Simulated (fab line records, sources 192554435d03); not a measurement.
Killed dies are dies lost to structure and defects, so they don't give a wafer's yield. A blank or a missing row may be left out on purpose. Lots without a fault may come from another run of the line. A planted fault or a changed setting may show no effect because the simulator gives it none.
Chamber matching | flow n5_finfet | N5_BEOL_M2_ETCH_64 on rie_diel-01: 4 sister chambers
The step etches SOC in N2/H2, target depth 75 nm, overetch 22.5 nm, time 121.9 s. 16 wafers are shown with their chamber, then 8 later ones without.

WAFERS WITH THEIR CHAMBER
wafer  | chamber | throttle_valve_pct (%) | showerhead_plenum_p_Torr (Torr) | drypump_motor_current_A (A)
L076.1 | 2       | 18.1                   | 2.65                            | 5.8
L076.3 | 0       | 18.2                   | 2.50                            | 5.5
L076.5 | 2       | 18.1                   | 2.65                            | 5.9
L078.1 | 1       | 17.4                   | 2.56                            | 5.6
L078.4 | 0       | 18.2                   | 2.50                            | 5.4
L078.5 | 2       | 18.1                   | 2.65                            | 5.9
L079.2 | 2       | 18.1                   | 2.64                            | 5.9
L079.4 | 3       | 17.3                   | 2.50                            | 6.1
L079.6 | 1       | 17.4                   | 2.56                            | 5.5
L082.2 | 3       | 17.3                   | 2.49                            | 6.1
L082.4 | 1       | 17.5                   | 2.56                            | 5.5
L082.5 | 2       | 18.2                   | 2.64                            | 5.9
L085.2 | 0       | 18.2                   | 2.49                            | 5.5
L085.5 | 1       | 17.4                   | 2.56                            | 5.5
L085.6 | 0       | 18.2                   | 2.49                            | 5.5
L095.3 | 0       | 18.2                   | 2.48                            | 5.5

SIGNATURES (means of the wafers above)
reading                  | chamber 0 | chamber 1 | chamber 2 | chamber 3 | scatter within a chamber
throttle_valve_pct       | 18.200    | 17.425    | 18.120    | 17.300    | 0.0359
showerhead_plenum_p_Torr | 2.4920    | 2.5600    | 2.6460    | 2.4950    | 0.00612
drypump_motor_current_A  | 5.480     | 5.525     | 5.880     | 6.100     | 0.0443
Rule: a wafer's distance from a chamber is the root of the sum, over the readings, of the square of ((its reading less the chamber's mean) divided by the reading's scatter). The wafer belongs to the nearest chamber; if the next one is less than 2 further off, it can't be placed. The scatter: the root of (the sum of the squares of (reading less its chamber's mean) over the shown wafers, divided by (wafers less chambers)).

WAFERS WITHOUT THEIR CHAMBER
wafer  | throttle_valve_pct (%) | showerhead_plenum_p_Torr (Torr) | drypump_motor_current_A (A)
L095.5 | 17.5                   | 2.55                            | 5.5
L095.6 | 18.2                   | 2.63                            | 5.9
L096.1 | 17.5                   | 2.55                            | 5.5
L096.3 | 18.3                   | 2.48                            | 5.4
L096.5 | 18.2                   | 2.63                            | 5.9
L097.2 | 17.5                   | 2.55                            | 5.5
L097.4 | 18.3                   | 2.48                            | 5.5
L097.6 | 18.3                   | 2.48                            | 5.5

WHICH CHAMBER EACH WENT THROUGH
wafer  | from the rows above | in truth
L095.5 | 1                   | 1
L095.6 | 2                   | 2
L096.1 | 1                   | 1
L096.3 | 0                   | 0
L096.5 | 2                   | 2
L097.2 | 1                   | 1
L097.4 | 0                   | 0
L097.6 | 0                   | 0
Placed correctly: 8 of 8. Can't be placed from these rows: 0. Placed wrongly: 0.
